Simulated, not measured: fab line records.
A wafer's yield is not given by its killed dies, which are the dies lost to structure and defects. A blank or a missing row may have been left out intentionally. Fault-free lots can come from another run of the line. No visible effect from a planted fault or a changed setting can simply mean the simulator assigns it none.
fab line records	flow n5_finfet	part 1 of 2: steps 1 to 22 of 33
record lots=5	wafers=15	last_day=18
route steps=1938 shown BEOL_M1@800
lots with no fault: from the same line, run without faults
start_h: hours from the record's opening day to when the first of the lot's shown wafers began	wait_h: hours since the lot's step before	" the same as in the row above	L1.1+2: a row that stands for several wafers	- no value, or no start given	* or withheld: withheld	< > ~ a bound
route shown NAME@n: a module of which the file shows steps, and the number in the route of the first	usual: mean/standard deviation of fault-free wafers	same: alike in all rows	chamber/n: place in a boat	sites: the reading at each site	_std_site: the values' standard deviation	_edge_site: mean of outer sites minus mean of inner sites	radius_mm: how far each site lies from the wafer's centre	mask NAME#n: copy n	behind: tool/chamber where the wafer was last shaped	hold: what put the lot on hold/how long, in hours/how the hold closed	device: whichever transistor did not switch (one of n, p or np)	end of line: the route-end tests of the same wafers	step lacking rows: just its recipe	killed: dies lost to structure and defects at the first sort, not the wafer's yield	map: per-die view of a wafer (x killed, . not killed, _ where there is no die)
set.NAME: the setting the step ran with; set.NAME@STEP: the setting that earlier step ran with	model.NAME: the simulator's own value behind a step, which no gauge read
lots at selected steps of the route; one table per step, one row per wafer
services: a tool's chamber out of use, with start hour (start_h, from the record's first day; less than 0 if before it), hours out, and reason
## steps
# step N5_BEOL_M1_TRENCH_ETCH_37
# recipe chemistry=C4F6/O2	target_depth_a=552.07	target=SiOC	time_s=29	ion_energy_ev=250	pressure_mtorr=30	source_w=355	bias_w=185	Ar_flow_sccm=300	C4F6_flow_sccm=10	O2_flow_sccm=10
# usual bias_w=184.9/0.58	chamber_pressure_mTorr=29.999/0.028	drypump_motor_current_A=5.8/0.43	oes_product_au=0.72/0.038	rf_vpp_V=669/23	showerhead_plenum_p_Torr=2.90/0.073	throttle_valve_pct=21.01/0.2
lot.wafer	tool	chamber	start_h	wait_h	bias_w	chamber_pressure_mTorr	drypump_motor_current_A	oes_product_au	rf_hours_counter_h	rf_vpp_V	showerhead_plenum_p_Torr	throttle_valve_pct
L082.2	rie_diel-03	0	-	-	184.4	29.997	5.9	0.71	188	708	2.96	20.99
L082.5	"	0	"	"	183.7	29.984	5.9	0.71	-	708	2.96	20.98
L082.6	"	2	"	"	185.1	30.041	5.6	0.77	-	642	2.88	21.11
L085.3	rie_diel-03	2	-	-	184.0	29.996	5.7	0.77	110	643	2.87	21.12
L085.4	"	3	"	"	185.0	30.021	5.9	0.68	225	647	2.94	21.33
L085.5	"	0	"	"	185.6	30.017	5.9	0.70	-	708	2.96	20.99
L084.1	rie_diel-06	1	-	-	184.8	29.931	5.7	0.69	206	656	2.97	20.88
L084.2	"	0	"	"	184.0	29.955	5.7	0.70	200	687	2.90	20.52
L084.4	"	3	"	"	185.1	29.980	5.2	0.73	207	660	2.71	20.91
L095.1	rie_diel-05	1	-	-	184.9	29.988	5.1	0.67	212	676	2.95	21.13
L095.2	"	2	"	"	184.3	29.983	6.4	0.72	225	665	2.94	20.80
L095.3	"	3	"	"	184.1	30.042	6.0	0.66	245	685	2.84	21.22
L096.2	rie_diel-06	2	-	-	184.5	30.001	6.7	0.75	166	690	2.76	21.05
L096.4	"	0	"	"	184.3	30.013	5.7	0.67	230	688	2.88	20.55
L096.6	"	1	"	"	185.0	29.994	5.7	0.67	-	658	2.96	20.93
# step N5_BEOL_M1_ETCH_41
# recipe chemistry=CH3F/O2	target=SiCN	target_depth_a=319	taper_deg=2	time_s=57.8	ion_energy_ev=120	mask_material=TiN	pressure_mtorr=30	source_w=395	bias_w=75	Ar_flow_sccm=150	CH3F_flow_sccm=30	O2_flow_sccm=20
# usual CH3F_flow_sccm=30.00/0.087	bias_w=74.99/0.22	chamber_pressure_mTorr=30.000/0.028	drypump_motor_current_A=5.8/0.43	oes_product_au=0.72/0.038	rf_vpp_V=298.0/1.3	showerhead_plenum_p_Torr=2.04/0.054	throttle_valve_pct=16.47/0.18
lot.wafer	tool	chamber	start_h	wait_h	CH3F_flow_sccm	bias_w	chamber_pressure_mTorr	drypump_motor_current_A	oes_product_au	rf_hours_counter_h	rf_vpp_V	showerhead_plenum_p_Torr	throttle_valve_pct
L082.2	rie_diel-03	0	-	-	30.06	75.31	30.069	5.9	0.71	188	299.2	2.08	16.39
L082.5	"	0	"	"	29.89	74.76	30.044	5.9	0.71	-	298.2	2.08	16.42
L082.6	"	2	"	"	30.02	75.10	30.014	5.6	0.78	-	298.5	2.02	16.53
L085.3	rie_diel-03	2	-	-	29.92	75.28	29.976	5.6	0.77	110	297.6	2.02	16.53
L085.4	"	3	"	"	29.84	74.87	29.967	5.9	0.68	225	299.5	2.07	16.77
L085.5	"	0	"	"	29.99	74.84	30.053	5.9	0.71	-	299.3	2.08	16.41
L084.1	rie_diel-06	1	-	-	29.95	74.84	29.959	5.7	0.70	206	298.7	2.09	16.30
L084.2	"	0	"	"	30.01	75.02	29.983	5.7	0.70	200	300.1	2.05	16.14
L084.4	"	3	"	"	30.17	75.25	29.977	5.2	0.73	207	296.6	1.90	16.43
L095.1	rie_diel-05	1	-	-	30.07	74.74	30.068	5.1	0.69	212	298.9	2.08	16.60
L095.2	"	2	"	"	30.01	74.72	30.013	6.4	0.71	225	298.1	2.07	16.32
L095.3	"	3	"	"	30.09	74.92	30.002	6.1	0.67	245	296.2	1.99	16.62
L096.2	rie_diel-06	2	-	-	29.87	74.65	29.967	6.7	0.75	166	296.0	1.93	16.47
L096.4	"	0	"	"	29.91	75.18	29.951	5.7	0.68	230	298.5	2.04	16.19
L096.6	"	1	"	"	29.99	75.06	29.957	5.7	0.68	-	298.8	2.08	16.37
# step N5_BEOL_M1_STRIP_97
# recipe chemistry=N2/H2	time_s=10	power_w=450	temp_c=40	pressure_mtorr=20	rf_frequency_hz=6e+07	bias_power_w=7	n2_flow_sccm=200	h2_flow_sccm=200
# usual bias_power_w=6.998/0.022	chamber_pressure_mTorr=19.999/0.021	drypump_motor_current_A=5.8/0.43	oes_product_au=0.72/0.041	rf_vpp_V=59.3/0.76	showerhead_plenum_p_Torr=2.59/0.076	throttle_valve_pct=24.0/0.37
lot.wafer	tool	chamber	start_h	wait_h	bias_power_w	chamber_pressure_mTorr	drypump_motor_current_A	oes_product_au	rf_hours_counter_h	rf_vpp_V	showerhead_plenum_p_Torr	throttle_valve_pct
L082.2	rie_diel-03	0	-	-	6.976	20.031	5.9	0.71	188	60.3	2.65	24.1
L082.5	"	0	"	"	6.960	20.013	5.9	0.72	-	60.3	2.65	24.1
L082.6	"	2	"	"	7.026	19.965	5.7	0.78	-	58.7	2.57	24.0
L085.3	rie_diel-03	2	-	-	6.986	19.976	5.7	0.78	110	59.1	2.57	24.0
L085.4	"	3	"	"	7.003	20.015	5.9	0.68	225	58.0	2.64	24.6
L085.5	"	0	"	"	7.040	20.003	5.9	0.72	-	59.5	2.64	24.1
L084.1	rie_diel-06	1	-	-	7.019	20.003	5.7	0.69	206	58.9	2.61	23.3
L084.2	"	0	"	"	6.992	20.013	5.7	0.70	200	59.9	2.62	23.6
L084.4	"	3	"	"	6.987	19.983	5.2	0.74	207	58.8	2.40	23.5
L095.1	rie_diel-05	1	-	-	6.985	19.999	5.1	0.68	212	60.2	2.64	24.1
L095.2	"	2	"	"	7.026	19.999	6.3	0.71	225	58.8	2.63	23.9
L095.3	"	3	"	"	7.003	19.989	6.0	0.65	245	57.9	2.50	24.0
L096.2	rie_diel-06	2	-	-	6.992	19.978	6.7	0.76	166	58.9	2.43	23.8
L096.4	"	0	"	"	6.993	20.007	5.7	0.68	230	59.9	2.61	23.7
L096.6	"	1	"	"	6.942	19.958	5.7	0.68	-	60.7	2.60	23.4
# step N5_BEOL_M1_OCD_MEAS_38
# usual trench_depth_nm=54.6/0.87
lot.wafer	tool	chamber	start_h	wait_h	trench_depth_nm
L082.2	ocd-02	-	174.31	-	54.8
L082.5	"	-	"	"	54.5
L082.6	"	-	"	"	54.3
L085.3	ocd-01	-	188.79	-	54.3
L085.4	"	-	"	"	54.2
L085.5	"	-	"	"	54.4
L084.1	ocd-01	-	191.71	-	54.9
L084.2	"	-	"	"	53.6
L084.4	"	-	"	"	54.7
L095.1	ocd-01	-	255.45	-	53.0
L095.2	"	-	"	"	54.3
L095.3	"	-	"	"	54.4
L096.2	ocd-02	-	284.40	-	54.9
L096.4	"	-	"	"	53.8
L096.6	"	-	"	"	54.9
# step N5_BEOL_M1_HM_STRIP_39
# recipe chemistry=peroxide_tin_strip	material=TiN	target_depth_a=250	temp_c=50	time_s=158
# usual bath_guard_temp_C=49.9/0.59
lot.wafer	tool	chamber	start_h	wait_h	bath_guard_temp_C
L082.2	wet_bench-03	6	174.34	0.0	49.0
L082.5	"	2	"	"	49.8
L082.6	"	3	"	"	50.8
L085.3	wet_bench-03	0	188.82	0.0	48.7
L085.4	"	7	"	"	50.1
L085.5	"	4	"	"	49.9
L084.1	wet_bench-02	0	191.74	0.0	50.4
L084.2	"	5	"	"	50.5
L084.4	"	7	"	"	49.3
L095.1	wet_bench-03	6	255.48	0.0	49.2
L095.2	"	5	"	"	49.5
L095.3	"	2	"	"	50.1
L096.2	wet_bench-05	7	284.43	0.0	50.2
L096.4	"	5	"	"	49.9
L096.6	"	1	"	"	50.4
# step N5_BEOL_M1_SRD_40
# recipe time_s=30	temp_c=23	rinse_liquid=diw	dry=ipa_marangoni
lot.wafer	tool	chamber	start_h	wait_h
L082.2+5+6	wet_bench-03	6,2,3	174.39	0.0
L085.3+4+5	wet_bench-03	0,7,4	188.86	0.0
L084.1+2+4	wet_bench-02	0,5,7	191.79	0.0
L095.1+2+3	wet_bench-03	6,5,2	255.53	0.0
L096.2+4+6	wet_bench-05	7,5,1	284.48	0.0
# step N5_BEOL_M1_PRECLEAN_42
# recipe chemistry=residue_remover	time_s=60	temp_c=40
# usual bath_guard_temp_C=39.9/0.58
lot.wafer	tool	chamber	start_h	wait_h	bath_guard_temp_C
L082.2	wet_bench-03	6	174.40	0.0	38.6
L082.5	"	2	"	"	39.8
L082.6	"	3	"	"	41.2
L085.3	wet_bench-03	0	188.88	0.0	39.0
L085.4	"	7	"	"	40.1
L085.5	"	4	"	"	39.9
L084.1	wet_bench-02	0	191.81	0.0	41.0
L084.2	"	5	"	"	41.0
L084.4	"	7	"	"	39.6
L095.1	wet_bench-03	6	255.55	0.0	39.2
L095.2	"	5	"	"	39.5
L095.3	"	2	"	"	39.6
L096.2	wet_bench-05	7	284.50	0.0	40.5
L096.4	"	5	"	"	40.4
L096.6	"	1	"	"	40.3
# step N5_BEOL_M1_SRD_43
# recipe time_s=30	temp_c=23	rinse_liquid=diw	dry=ipa_marangoni
lot.wafer	tool	chamber	start_h	wait_h
L082.2+5+6	wet_bench-03	6,2,3	174.42	0.0
L085.3+4+5	wet_bench-03	0,7,4	188.90	0.0
L084.1+2+4	wet_bench-02	0,5,7	191.82	0.0
L095.1+2+3	wet_bench-03	6,5,2	255.56	0.0
L096.2+4+6	wet_bench-05	7,5,1	284.51	0.0
# step N5_BEOL_M1_CD_MEAS_35
# recipe target_cd_nm=18	target_cd_y_nm=21	polarity=opening
# usual cd_nm=18.0/0.46
lot.wafer	tool	chamber	start_h	wait_h	cd_nm
L082.2	cd_sem-03	-	174.47	0.0	17.9
L082.5	"	-	"	"	18.3
L082.6	"	-	"	"	18.4
L085.3	cd_sem-03	-	188.94	0.0	17.6
L085.4	"	-	"	"	18.7
L085.5	"	-	"	"	17.7
L084.1	cd_sem-02	-	191.86	0.0	18.4
L084.2	"	-	"	"	18.1
L084.4	"	-	"	"	17.7
L095.1	cd_sem-01	-	255.60	0.0	17.3
L095.2	"	-	"	"	17.8
L095.3	"	-	"	"	18.5
L096.2	cd_sem-01	-	284.55	0.0	17.6
L096.4	"	-	"	"	18.7
L096.6	"	-	"	"	19.2
# step N5_BEOL_M1_DEGAS_44
# recipe ambient=vacuum	temp_c=250	time_s=60
# usual heater_power_w=331/33
lot.wafer	tool	chamber	start_h	wait_h	heater_power_w
L082.2	pvd_sputter-01	-	175.06	0.6	381
L082.5	"	-	"	"	302
L082.6	"	-	"	"	380
L085.3	pvd_sputter-03	-	188.98	0.0	323
L085.4	"	-	"	"	254
L085.5	"	-	"	"	247
L084.1	pvd_sputter-03	-	192.07	0.2	407
L084.2	"	-	"	"	323
L084.4	"	-	"	"	253
L095.1	pvd_sputter-01	-	255.80	0.2	313
L095.2	"	-	"	"	295
L095.3	"	-	"	"	381
L096.2	pvd_sputter-01	-	285.08	0.5	316
L096.4	"	-	"	"	296
L096.6	"	-	"	"	321
# step N5_BEOL_M1_PRE_CLEAN_45
# recipe gas=H2/He	time_s=30	temp_c=250
# usual heater_power_w=331/33
lot.wafer	tool	chamber	start_h	wait_h	heater_power_w
L082.2	pvd_sputter-01	-	175.10	0.0	377
L082.5	"	-	"	"	296
L082.6	"	-	"	"	392
L085.3	pvd_sputter-03	-	189.02	0.0	337
L085.4	"	-	"	"	247
L085.5	"	-	"	"	254
L084.1	pvd_sputter-03	-	192.11	0.0	409
L084.2	"	-	"	"	331
L084.4	"	-	"	"	247
L095.1	pvd_sputter-01	-	255.84	0.0	324
L095.2	"	-	"	"	299
L095.3	"	-	"	"	382
L096.2	pvd_sputter-01	-	285.12	0.0	301
L096.4	"	-	"	"	299
L096.6	"	-	"	"	327
# step N5_BEOL_M1_ALD_84
# recipe material=TaN	target_thk_a=*	temp_c=275	ald_precursor_family=PDMAT	ald_co_reactant=NH3	pressure_torr=3	carrier_flow_sccm=1500	pulse_time_s=2	purge_time_s=3	co_reactant_purge_time_s=2	co_reactant_pulse_time_s=3	ald_cycles=30	precursor_vessel_temp_c=75	precursor_vessel_pressure_torr=26.25	precursor_vessel_carrier_sccm=1000
# usual heater_power_w=422/24	precursor_vessel_pressure_torr=26.25/0.055
# same co_reactant_purge_time_s=2	pulse_time_s=2
lot.wafer	tool	chamber	start_h	wait_h	heater_power_w	precursor_vessel_pressure_torr
L082.2	ald_metal-03	2	175.39	0.3	421	26.25
L082.5	"	0	"	"	451	26.36
L082.6	"	1	"	"	431	26.41
L085.3	ald_metal-03	0	189.11	0.1	469	26.26
L085.4	"	3	"	"	434	26.11
L085.5	"	2	"	"	423	26.32
L084.1	ald_metal-04	0	192.18	0.1	392	26.24
L084.2	"	2	"	"	396	26.13
L084.4	"	3	"	"	448	26.20
L095.1	ald_metal-01	0	255.90	0.0	429	26.25
L095.2	"	1	"	"	458	26.18
L095.3	"	2	"	"	409	26.21
L096.2	ald_metal-03	2	285.19	0.0	419	26.20
L096.4	"	3	"	"	430	26.28
L096.6	"	3	"	"	437	26.31
# step N5_BEOL_M1_SURFACE_TREAT_85
# recipe gas=Ar	time_s=*	ion_energy_ev=*	ion_current_ma_cm2=0.5	pressure_mtorr=*	ar_flow_sccm=30
# usual throttle_valve_pct=*
lot.wafer	tool	chamber	start_h	wait_h	throttle_valve_pct
L082.2	pvd_sputter-01	-	175.88	0.4	*
L082.5	"	-	"	"	*
L082.6	"	-	"	"	*
L085.3	pvd_sputter-02	-	189.34	0.1	*
L085.4	"	-	"	"	*
L085.5	"	-	"	"	*
L084.1	pvd_sputter-02	-	192.64	0.4	*
L084.2	"	-	"	"	*
L084.4	"	-	"	"	*
L095.1	pvd_sputter-02	-	256.12	0.1	*
L095.2	"	-	"	"	*
L095.3	"	-	"	"	*
L096.2	pvd_sputter-03	-	285.62	0.3	*
L096.4	"	-	"	"	*
L096.6	"	-	"	"	*
# step N5_BEOL_M1_CVD_47
# recipe material=Co	target_thk_a=30	temp_c=withheld	precursor=CCTBA/H2	pressure_torr=30	time_s=223.8
lot.wafer	tool	chamber	start_h	wait_h
L082.2+5+6	cvd_co-02	0,0,1	176.22	0.3
L085.3+4+5	cvd_co-01	2,0,1	189.53	0.2
L084.1+2+4	cvd_co-01	0,2,1	193.85	1.2
L095.1+2+3	cvd_co-01	2,0,2	256.18	0.0
L096.2+4+6	cvd_co-02	2,0,2	285.76	0.1
# step N5_BEOL_M1_SPUTTER_48
# recipe material=Cu	target_thk_a=45	temp_c=-20	chamber_pressure_pa=0.07	power_w=withheld	time_s=8.29
# usual throttle_valve_pct=29.6/0.99
lot.wafer	tool	chamber	start_h	wait_h	throttle_valve_pct
L082.2	pvd_sputter-02	-	176.47	0.2	29.9
L082.5	"	-	"	"	30.0
L082.6	"	-	"	"	31.9
L085.3	pvd_sputter-02	-	189.78	0.2	30.0
L085.4	"	-	"	"	28.7
L085.5	"	-	"	"	32.0
L084.1	pvd_sputter-03	-	194.01	0.1	29.3
L084.2	"	-	"	"	29.5
L084.4	"	-	"	"	28.7
L095.1	pvd_sputter-02	-	256.41	0.2	28.8
L095.2	"	-	"	"	32.1
L095.3	"	-	"	"	29.9
L096.2	pvd_sputter-02	-	285.92	0.1	29.7
L096.4	"	-	"	"	31.9
L096.6	"	-	"	"	31.7
# step N5_BEOL_M1_ANNEAL_49
# recipe temp_c=400	time_s=240	ambient=vacuum
# usual heater_power_w=833/81
lot.wafer	tool	chamber	start_h	wait_h	heater_power_w
L082.2	pvd_sputter-02	-	176.55	0.0	797
L082.5	"	-	"	"	865
L082.6	"	-	"	"	803
L085.3	pvd_sputter-02	-	189.86	0.0	782
L085.4	"	-	"	"	896
L085.5	"	-	"	"	833
L084.1	pvd_sputter-03	-	194.09	0.0	820
L084.2	"	-	"	"	819
L084.4	"	-	"	"	1029
L095.1	pvd_sputter-02	-	256.49	0.0	905
L095.2	"	-	"	"	817
L095.3	"	-	"	"	867
L096.2	pvd_sputter-02	-	286.00	0.0	868
L096.4	"	-	"	"	805
L096.6	"	-	"	"	804
# step N5_BEOL_M1_SPUTTER_79
# recipe material=Cu	target_thk_a=45	temp_c=-20	chamber_pressure_pa=0.07	power_w=withheld	time_s=8.29
# usual throttle_valve_pct=29.5/0.98
lot.wafer	tool	chamber	start_h	wait_h	throttle_valve_pct
L082.2	pvd_sputter-02	-	176.69	0.1	30.0
L082.5	"	-	"	"	29.7
L082.6	"	-	"	"	31.9
L085.3	pvd_sputter-02	-	190.00	0.1	29.8
L085.4	"	-	"	"	29.1
L085.5	"	-	"	"	32.0
L084.1	pvd_sputter-03	-	194.23	0.1	29.1
L084.2	"	-	"	"	29.1
L084.4	"	-	"	"	28.5
L095.1	pvd_sputter-02	-	256.63	0.1	28.7
L095.2	"	-	"	"	31.8
L095.3	"	-	"	"	29.9
L096.2	pvd_sputter-02	-	286.14	0.1	30.0
L096.4	"	-	"	"	31.7
L096.6	"	-	"	"	32.0
# step N5_BEOL_M1_ANNEAL_80
# recipe temp_c=400	time_s=240	ambient=vacuum
# usual heater_power_w=833/81
lot.wafer	tool	chamber	start_h	wait_h	heater_power_w
L082.2	pvd_sputter-02	-	176.77	0.0	798
L082.5	"	-	"	"	841
L082.6	"	-	"	"	813
L085.3	pvd_sputter-02	-	190.08	0.0	784
L085.4	"	-	"	"	896
L085.5	"	-	"	"	822
L084.1	pvd_sputter-03	-	194.31	0.0	819
L084.2	"	-	"	"	845
L084.4	"	-	"	"	1044
L095.1	pvd_sputter-02	-	256.71	0.0	874
L095.2	"	-	"	"	834
L095.3	"	-	"	"	863
L096.2	pvd_sputter-02	-	286.22	0.0	859
L096.4	"	-	"	"	824
L096.6	"	-	"	"	814
# step N5_BEOL_M1_SPUTTER_81
# recipe material=Cu	target_thk_a=45	temp_c=-20	chamber_pressure_pa=0.07	power_w=withheld	time_s=8.29
# usual throttle_valve_pct=29.5/0.98
lot.wafer	tool	chamber	start_h	wait_h	throttle_valve_pct
L082.2	pvd_sputter-02	-	176.91	0.1	30.3
L082.5	"	-	"	"	29.6
L082.6	"	-	"	"	32.0
L085.3	pvd_sputter-02	-	190.22	0.1	29.9
L085.4	"	-	"	"	29.0
L085.5	"	-	"	"	31.9
L084.1	pvd_sputter-03	-	194.45	0.1	29.3
L084.2	"	-	"	"	29.2
L084.4	"	-	"	"	28.5
L095.1	pvd_sputter-02	-	256.85	0.1	29.1
L095.2	"	-	"	"	31.9
L095.3	"	-	"	"	30.1
L096.2	pvd_sputter-02	-	286.36	0.1	29.9
L096.4	"	-	"	"	32.0
L096.6	"	-	"	"	32.1
# step N5_BEOL_M1_ANNEAL_82
# recipe temp_c=400	time_s=240	ambient=vacuum
# usual heater_power_w=832/80
lot.wafer	tool	chamber	start_h	wait_h	heater_power_w
L082.2	pvd_sputter-02	-	176.99	0.0	804
L082.5	"	-	"	"	856
L082.6	"	-	"	"	828
L085.3	pvd_sputter-02	-	190.30	0.0	809
L085.4	"	-	"	"	909
L085.5	"	-	"	"	814
L084.1	pvd_sputter-03	-	194.53	0.0	829
L084.2	"	-	"	"	852
L084.4	"	-	"	"	1020
L095.1	pvd_sputter-02	-	256.93	0.0	900
L095.2	"	-	"	"	836
L095.3	"	-	"	"	849
L096.2	pvd_sputter-02	-	286.44	0.0	844
L096.4	"	-	"	"	813
L096.6	"	-	"	"	819
# step N5_BEOL_M1_SPUTTER_86
# recipe material=Cu	target_thk_a=45	temp_c=-20	chamber_pressure_pa=0.07	power_w=withheld	time_s=8.29
# usual throttle_valve_pct=29.6/0.95
lot.wafer	tool	chamber	start_h	wait_h	throttle_valve_pct
L082.2	pvd_sputter-02	-	177.13	0.1	30.2
L082.5	"	-	"	"	29.8
L082.6	"	-	"	"	31.8
L085.3	pvd_sputter-02	-	190.44	0.1	29.8
L085.4	"	-	"	"	29.0
L085.5	"	-	"	"	31.9
L084.1	pvd_sputter-03	-	194.67	0.1	29.3
L084.2	"	-	"	"	29.2
L084.4	"	-	"	"	28.5
L095.1	pvd_sputter-02	-	257.07	0.1	28.7
L095.2	"	-	"	"	31.8
L095.3	"	-	"	"	30.1
L096.2	pvd_sputter-02	-	286.58	0.1	29.9
L096.4	"	-	"	"	31.8
L096.6	"	-	"	"	31.9
# step N5_BEOL_M1_ANNEAL_87
# recipe temp_c=400	time_s=240	ambient=vacuum
# usual heater_power_w=831/80
lot.wafer	tool	chamber	start_h	wait_h	heater_power_w
L082.2	pvd_sputter-02	-	177.21	0.0	805
L082.5	"	-	"	"	852
L082.6	"	-	"	"	805
L085.3	pvd_sputter-02	-	190.52	0.0	798
L085.4	"	-	"	"	871
L085.5	"	-	"	"	812
L084.1	pvd_sputter-03	-	194.75	0.0	837
L084.2	"	-	"	"	825
L084.4	"	-	"	"	1007
L095.1	pvd_sputter-02	-	257.15	0.0	907
L095.2	"	-	"	"	818
L095.3	"	-	"	"	851
L096.2	pvd_sputter-02	-	286.66	0.0	837
L096.4	"	-	"	"	801
L096.6	"	-	"	"	811
